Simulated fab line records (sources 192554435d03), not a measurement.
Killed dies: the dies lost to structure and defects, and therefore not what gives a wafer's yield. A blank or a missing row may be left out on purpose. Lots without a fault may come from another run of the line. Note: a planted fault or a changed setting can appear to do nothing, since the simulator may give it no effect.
Which tool is to blame? ; flow n5-finfet ; 72 wafers from 24 lots sampled at 6 of the route's 1938 steps

WHAT THE GAUGES READ, wafer by wafer
N5_BEOL_M13_CD_MEAS_17: the cd target is 190 nm. Usual: cd-nm reads 191.1 nm (standard deviation 1.2).
lot;measured;on;cd-nm (nm);flag
L074;day 11 14:52;cd-sem-03;190.6 191.0 190.3;
L075;day 11 20:49;cd-sem-01;190.8 189.6 191.0;
L076;day 12 04:59;cd-sem-01;192.0 191.5 192.9;
L079;day 12 09:46;cd-sem-02;191.6 191.1 192.0;
L077;day 13 01:50;cd-sem-02;191.4 190.8 192.0;
L078;day 13 07:31;cd-sem-02;191.9 191.4 192.5;
L080;day 13 17:13;cd-sem-01;189.2 189.8 190.3;
L082;day 13 21:50;cd-sem-03;192.2 193.0 192.1;
L081;day 14 06:11;cd-sem-03;191.2 190.3 189.7;
L084;day 14 11:22;cd-sem-03;191.0 190.9 192.0;
L086;day 14 16:15;cd-sem-01;188.6 188.8 189.4;
L085;day 15 07:34;cd-sem-02;190.7 190.1 191.5;
L083;day 15 08:10;cd-sem-03;189.6 189.5 189.6;
L088;day 15 12:32;cd-sem-01;190.0 191.1 192.1;
L089;day 15 21:16;cd-sem-03;191.5 190.8 191.3;
L087;day 15 21:34;cd-sem-02;190.7 192.0 190.5;
L090;day 15 21:43;cd-sem-03;191.7 191.4 192.1;
L091;day 16 16:08;cd-sem-02;190.7 192.7 191.9;
L093;day 17 01:34;cd-sem-01;191.1 192.3 192.4;
L094;day 17 02:20;cd-sem-03;193.0 192.2 192.8;
L092;day 17 03:50;cd-sem-03;191.1 192.7 192.3;
L095;day 17 06:08;cd-sem-02;189.9 191.3 191.7;
L096;day 17 21:40;cd-sem-02;192.0 190.9 190.8;
L097;day 18 10:05;cd-sem-01;191.6 190.7 189.9;

N5_BEOL_M13_CD_MEAS_28: the cd target is 209.5 nm. Usual: cd-nm reads 209.1 nm (standard deviation 0.96).
lot;measured;on;cd-nm (nm);flag
L074;day 11 15:20;cd-sem-03;208.6 209.2 208.7;
L075;day 11 21:16;cd-sem-03;209.7 209.9 210.2;
L076;day 12 05:26;cd-sem-02;207.6 208.1 207.5;
L079;day 12 10:14;cd-sem-01;211.1 210.9 211.0;
L077;day 13 02:10;cd-sem-02;208.4 208.6 208.7;
L078;day 13 07:58;cd-sem-01;208.6 209.3 209.4;
L080;day 13 17:40;cd-sem-03;208.0 209.6 208.7;
L082;day 13 22:10;cd-sem-02;209.5 210.0 208.9;
L081;day 14 06:38;cd-sem-01;209.7 210.1 210.5;
L084;day 14 11:49;cd-sem-01;208.9 209.0 209.4;
L086;day 14 16:35;cd-sem-02;211.0 210.6 210.9;
L085;day 15 07:53;cd-sem-02;210.1 209.7 209.3;
L083;day 15 08:30;cd-sem-02;209.6 209.1 210.0;
L088;day 15 12:59;cd-sem-02;208.8 210.6 209.5;
L089;day 15 21:43;cd-sem-01;209.8 208.8 209.1;
L087;day 15 21:53;cd-sem-01;209.0 209.7 209.8;
L090;day 15 22:03;cd-sem-01;207.5 207.1 208.3;
L091;day 16 16:28;cd-sem-03;208.5 208.7 210.5;
L093;day 17 02:01;cd-sem-01;209.8 208.8 208.6;
L094;day 17 02:40;cd-sem-03;209.0 209.5 208.4;
L092;day 17 04:10;cd-sem-01;206.1 207.0 208.0;
L095;day 17 06:35;cd-sem-02;209.0 208.0 208.1;
L096;day 17 22:07;cd-sem-03;209.2 209.2 209.6;
L097;day 18 10:32;cd-sem-02;208.1 209.2 208.8;

N5_BEOL_M13_OCD_MEAS_35. Usual: trench-depth-nm reads 412 nm (standard deviation 6.8).
lot;measured;on;trench-depth-nm (nm);flag
L074;day 11 16:05;ocd-01;405 402 402;
L075;day 11 21:58;ocd-02;400 411 405;
L076;day 12 06:06;ocd-01;412 411 418;
L079;day 12 10:59;ocd-02;414 413 416;
L077;day 13 02:49;ocd-01;405 412 413;
L078;day 13 08:38;ocd-01;420 415 407;
L080;day 13 18:40;ocd-01;401 413 401;
L082;day 13 22:50;ocd-02;414 401 410;
L081;day 14 07:29;ocd-02;424 418 409;
L084;day 14 12:29;ocd-01;418 416 421;
L086;day 14 17:23;ocd-02;397 409 410;
L085;day 15 08:33;ocd-02;413 421 411;
L083;day 15 09:10;ocd-02;415 411 418;
L088;day 15 13:39;ocd-01;417 421 422;
L089;day 15 22:23;ocd-02;418 405 420;
L087;day 15 22:33;ocd-02;406 421 421;
L090;day 15 22:55;ocd-01;409 409 412;
L091;day 16 17:36;ocd-02;423 422 415;
L093;day 17 03:13;ocd-02;418 424 409;
L094;day 17 03:20;ocd-02;420 412 415;
L092;day 17 04:49;ocd-02;414 408 412;
L095;day 17 07:16;ocd-01;415 410 415;
L096;day 17 22:47;ocd-02;422 408 413;
L097;day 18 11:14;ocd-02;416 411 413;

N5_BEOL_M13_INSPECT_55: inspects for defects (darkfield). Usual: raw-defect-count reads 69 (standard deviation 18).
lot;measured;on;raw-defect-count;flag
L074;day 11 19:36;defect-inspect-02;72 106 44;
L075;day 12 00:07;defect-inspect-01;60 56 64;
L076;day 12 08:38;defect-inspect-01;77 55 61;
L079;day 12 13:28;defect-inspect-02;75 65 42;
L077;day 13 07:13;defect-inspect-02;77 99 72;
L078;day 13 10:27;defect-inspect-01;27 56 36;
L080;day 13 21:40;defect-inspect-02;44 43 76;
L082;day 14 05:11;defect-inspect-02;58 44 47;
L081;day 14 12:23;defect-inspect-01;103 98 60;
L084;day 14 16:01;defect-inspect-02;82 78 71;
L086;day 14 21:25;defect-inspect-02;103 89 83;
L085;day 15 10:38;defect-inspect-01;49 41 60;
L083;day 15 11:11;defect-inspect-01;77 62 63;
L088;day 15 18:31;defect-inspect-02;99 76 65;
L089;day 16 02:23;defect-inspect-01;63 64 59;
L087;day 16 02:40;defect-inspect-02;63 48 53;
L090;day 16 03:02;defect-inspect-02;68 34 79;
L091;day 16 20:14;defect-inspect-02;63 57 66;
L093;day 17 06:44;defect-inspect-01;79 97 82;
L094;day 17 07:37;defect-inspect-01;96 80 73;
L092;day 17 08:26;defect-inspect-01;76 53 49;
L095;day 17 11:23;defect-inspect-01;58 88 80;
L096;day 18 04:15;defect-inspect-02;59 69 76;
L097;day 18 14:42;defect-inspect-01;49 69 73;

N5_BEOL_M14_INSPECT_30: inspects for defects (macro). Usual: raw-defect-count reads 2.0 (standard deviation 1.3).
lot;measured;on;raw-defect-count;flag
L074;day 11 21:10;defect-inspect-01;0 1 4;
L075;day 12 01:48;defect-inspect-02;1 0 2;
L076;day 12 10:14;defect-inspect-01;2 1 0;
L079;day 12 15:02;defect-inspect-01;7 2 4;
L077;day 13 08:39;defect-inspect-01;2 5 3;
L078;day 13 11:58;defect-inspect-02;2 3 3;
L080;day 13 23:14;defect-inspect-01;0 1 2;
L082;day 14 06:53;defect-inspect-02;3 2 1;
L081;day 14 14:05;defect-inspect-02;1 1 3;
L084;day 14 17:40;defect-inspect-02;2 2 0;
L086;day 14 23:03;defect-inspect-01;2 2 4;
L085;day 15 12:14;defect-inspect-02;2 2 3;
L083;day 15 12:47;defect-inspect-01;1 3 2;
L088;day 15 20:12;defect-inspect-01;1 2 0;
L089;day 16 03:59;defect-inspect-01;2 2 3;
L087;day 16 04:38;defect-inspect-01;1 2 1;
L090;day 16 04:43;defect-inspect-02;3 1 1;
L091;day 16 21:49;defect-inspect-02;1 2 2;
L093;day 17 08:11;defect-inspect-01;3 2 1;
L094;day 17 09:15;defect-inspect-01;0 0 2;
L092;day 17 10:35;defect-inspect-01;2 2 4;
L095;day 17 14:24;defect-inspect-01;0 1 0;
L096;day 18 05:57;defect-inspect-02;1 0 3;
L097;day 18 16:08;defect-inspect-02;1 2 2;

N5_BEOL_M15_INSPECT_12: inspects for defects (macro). Usual: raw-defect-count reads 2.0 (standard deviation 1.3).
lot;measured;on;raw-defect-count;flag
L074;day 12 02:01;defect-inspect-01;3 2 2;
L075;day 12 05:47;defect-inspect-01;3 3 4;
L076;day 12 13:08;defect-inspect-01;2 4 1;
L079;day 13 01:16;defect-inspect-01;2 2 2;
L077;day 13 16:27;defect-inspect-01;1 2 5;
L078;day 13 16:37;defect-inspect-01;1 2 2;
L080;day 14 04:22;defect-inspect-02;3 3 1;
L082;day 14 12:04;defect-inspect-01;2 2 1;
L081;day 14 21:27;defect-inspect-01;2 2 2;
L084;day 14 22:35;defect-inspect-02;2 2 3;
L086;day 15 02:43;defect-inspect-02;0 2 3;
L085;day 15 16:52;defect-inspect-02;1 1 2;
L083;day 15 18:40;defect-inspect-02;1 3 5;
L088;day 16 02:30;defect-inspect-01;1 4 2;
L089;day 16 07:48;defect-inspect-01;2 1 1;
L087;day 16 10:01;defect-inspect-02;2 1 4;
L090;day 16 10:40;defect-inspect-01;1 0 1;
L091;day 17 05:01;defect-inspect-01;1 3 6;
L093;day 17 12:38;defect-inspect-02;4 2 2;
L094;day 17 14:16;defect-inspect-02;2 1 1;
L092;day 17 14:29;defect-inspect-02;1 1 0;
L095;day 17 18:19;defect-inspect-02;4 2 1;
L096;day 18 13:04;defect-inspect-02;3 1 2;
L097;day 18 19:52;defect-inspect-02;3 2 0;

EACH LOT AND THE TOOL THAT RAN IT (in order: tool; ch and the chambers of the sampled wafers; start)
The record holds no process step before these readings.

AS READ BY THE TOOLS THEMSELVES (means over the sampled wafers that have a number; for cases with no such wafer, the mark the record gives instead)
The record holds no such reading with a usual standard deviation.

THE ANSWER, worked out from the rows above alone
Rule: take the mean of a lot's wafers that have a number; if it is more than 3 standard deviations from the usual mean, the lot is off. A lot without any number at a reading at which 4 lots or more have one is off too. Any other lot the step has rows for is counted as sound. First the gauges in route order, then the tools' own readings, where a lot's mean is used as printed above. At the first step where some lot is off, the reading lying furthest off is the one used; lots without a number count as furthest.
No lot is off on any of the readings shown, so nothing can be concluded from this.

WHAT HAD BEEN PUT IN BY THE SIMULATOR
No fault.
